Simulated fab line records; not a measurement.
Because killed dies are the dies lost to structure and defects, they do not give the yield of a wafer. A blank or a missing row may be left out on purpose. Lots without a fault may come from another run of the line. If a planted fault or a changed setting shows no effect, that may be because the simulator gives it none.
A lot that was struck, set against a sound lot / flow n5 finfet / 25 out of 1938 route steps
Sound: wafers L904.2, L904.3, L904.6. Struck: wafer L913.6 (left out: L913.2, L913.5 of the same lot, which were not struck); the cause appears at the end.
At each step with rows: each side's tool, then ch and its chambers, then its first start. Under that, the readings that differ: sound wafers / struck wafers / difference of the means / sigmas: that difference in standard deviations of wafers without a fault.
alike: readings with means less than 2 such deviations apart, plus words and numbers identical on both sides. not compared: withheld readings, readings lacking a value on some wafer, bounds such as >300 that could conceal the same value, and numbers that have no deviation in the record and whose values overlap.
A row with sigmas, a row that says differs or no value, or rows on one side alone: a step with any of these is where the two part. Numbers that don't overlap but have no deviation are shown without sigmas and don't part them. A reading missing from all wafers of one side parts the sides only when that side holds two or more wafers.

N5_BEOL_M5_RS_MEAS_57: uses a four-point probe to measure.
  sound on film metro-01, day 9 08:04; struck on film metro-01, day 12 06:19
reading=M5_RS (ohm/sq); sound=0.375 0.385 0.372; struck=0.346; difference=-0.031; sigmas=-2
N5_BEOL_M5_INSPECT_58: inspects for defects (darkfield).
  sound on defect inspect-01, day 9 08:06; struck on defect inspect-02, day 12 06:21
  alike: raw defect count
then, 1 step without rows for these wafers: N5_BEOL_M6_ILD_DEP_00 (deposits SiCOH lowk from DEMS/porogen, target thk 179.75 nm, time 33.4 s).
N5_BEOL_M6_CURE_74: cures SiCOH lowk, time 240 s.
  sound on uv cure-03 ch 2, day 9 08:23; struck on uv cure-03 ch 2, day 12 06:32
  alike: lamp power pct, wafer_temp_C_max
N5_BEOL_M6_THK_MEAS_01:
  sound on film metro-02, day 9 08:49; struck on film metro-01, day 12 06:58
reading=M6_ILD_THK (nm); sound=156.2 154.1 159.3; struck=161.3; difference=+4.8; sigmas=+2
N5_BEOL_M6_PECVD_70: deposits SiO2 from TEOS/O2, target thk 20 nm, time 22.7 s.
  sound on pecvd-03 ch 0,1,2, day 9 08:52; struck on pecvd-01 ch 2, day 12 07:01
  alike: heater power w, showerhead plenum p Torr, throttle valve pct
N5_BEOL_M6_HM_DEP_02: deposits TiN, target thk 20 nm.
  sound on pvd sputter-02, day 9 09:58; struck on pvd sputter-01, day 12 08:43
  alike: throttle valve pct
then, 5 steps without rows for these wafers: N5_BEOL_M6_COAT_59 (time 60 s, resist thk 100 nm); N5_BEOL_M6_COAT_60 (time 60 s, resist thk 35 nm); N5_BEOL_M6_COAT_05 (resist thk 90 nm); N5_BEOL_M6_EBR_07; N5_BEOL_M6_SOFTBAKE_06 (time 60 s).
N5_BEOL_M6_EXPOSE_08: exposes mask M6.
  sound on arfi scanner-01 ch 0, day 9 10:13; struck on arfi scanner-03 ch 0, day 12 09:05
  alike: mask, exposure dose mJ cm2
then, 2 steps without rows for these wafers: N5_BEOL_M6_PEB_09 (peb time 60 s); N5_BEOL_M6_DEVELOP_10 (develop time 30 s).
N5_BEOL_M6_CD_MEAS_11: the cd target is 38.5 nm.
  sound on cd sem-01 ch 0, day 9 10:20; struck on cd sem-03 ch 0, day 12 09:13
  alike: cd nm
N5_BEOL_M6_OVL_MEAS_12:
  sound on overlay-02 ch 0, day 9 10:22; struck on overlay-01 ch 0, day 12 09:14
  alike: M6_OVL
N5_BEOL_M6_INSPECT_13: inspects for defects (brightfield).
  sound on defect inspect-01, day 9 10:23; struck on defect inspect-01, day 12 09:16
  alike: raw defect count
N5_BEOL_M6_DESCUM_16: chemistry O2, time 7.9 s.
  sound on rie diel-03 ch 0,2,3, day 9 10:25; struck on rie diel-05 ch 1, day 12 09:19
  alike: drypump motor current A, oes product au, rf vpp V, showerhead plenum p Torr, throttle valve pct
  not compared: rf hours counter h
N5_BEOL_M6_ETCH_61: etches SiARC in CF4, target depth 45.5 nm, time 75.8 s.
  sound on rie diel-03 ch 0,2,3, day 9 10:27; struck on rie diel-05 ch 1, day 12 09:21
reading=model.BEOL_M6.cd offset nm (nm); sound=-0.2 -0.4 -0.2; struck=-1; difference=-1; sigmas=
  alike: cf4 flow sccm, drypump motor current A, etch rf on time s, oes product au, rf vpp V, showerhead plenum p Torr, throttle valve pct
  not compared: rf hours counter h
then, 3 steps without rows for these wafers: N5_BEOL_M6_ETCH_62 (etches SOC in N2/H2, target depth 110 nm, overetch 22 nm, time 165 s); N5_BEOL_M6_STRIP_68 (strips in N2/H2); N5_BEOL_M6_STRIP_67 (strips in CF4).
N5_BEOL_M6_HM_OPEN_17: chemistry Cl2/BCl3, target TiN, target depth 20 nm, overetch 6 nm.
  sound on rie metal-01 ch 0,1, day 9 10:41; struck on rie metal-02 ch 0, day 12 09:36
reading=drypump motor current A (A); sound=5.8 4.8 4.8; struck=6.5; difference=+1.4; sigmas=+2
reading=model.BEOL_M6.cd offset nm (nm); sound=-0.2 -0.2 0; struck=-1.6; difference=-1.5; sigmas=
  alike: oes product au, throttle valve pct
  not compared: rf hours counter h
N5_BEOL_M6_STRIP_19: strips in O2.
  sound on rie diel-01 ch 1,2,3, day 9 10:51; struck on rie diel-05 ch 1, day 12 09:43
  alike: drypump motor current A, oes product au, rf vpp V, showerhead plenum p Torr, throttle valve pct
  not compared: rf hours counter h

## WHERE THEY PART
Earliest at N5_BEOL_M5_RS_MEAS_57; latest, in this record, at N5_BEOL_M6_HM_OPEN_17. Later steps at which nothing parts them and some readings are alike: N5_BEOL_M6_STRIP_19.

WHY: what had been put in by the simulator
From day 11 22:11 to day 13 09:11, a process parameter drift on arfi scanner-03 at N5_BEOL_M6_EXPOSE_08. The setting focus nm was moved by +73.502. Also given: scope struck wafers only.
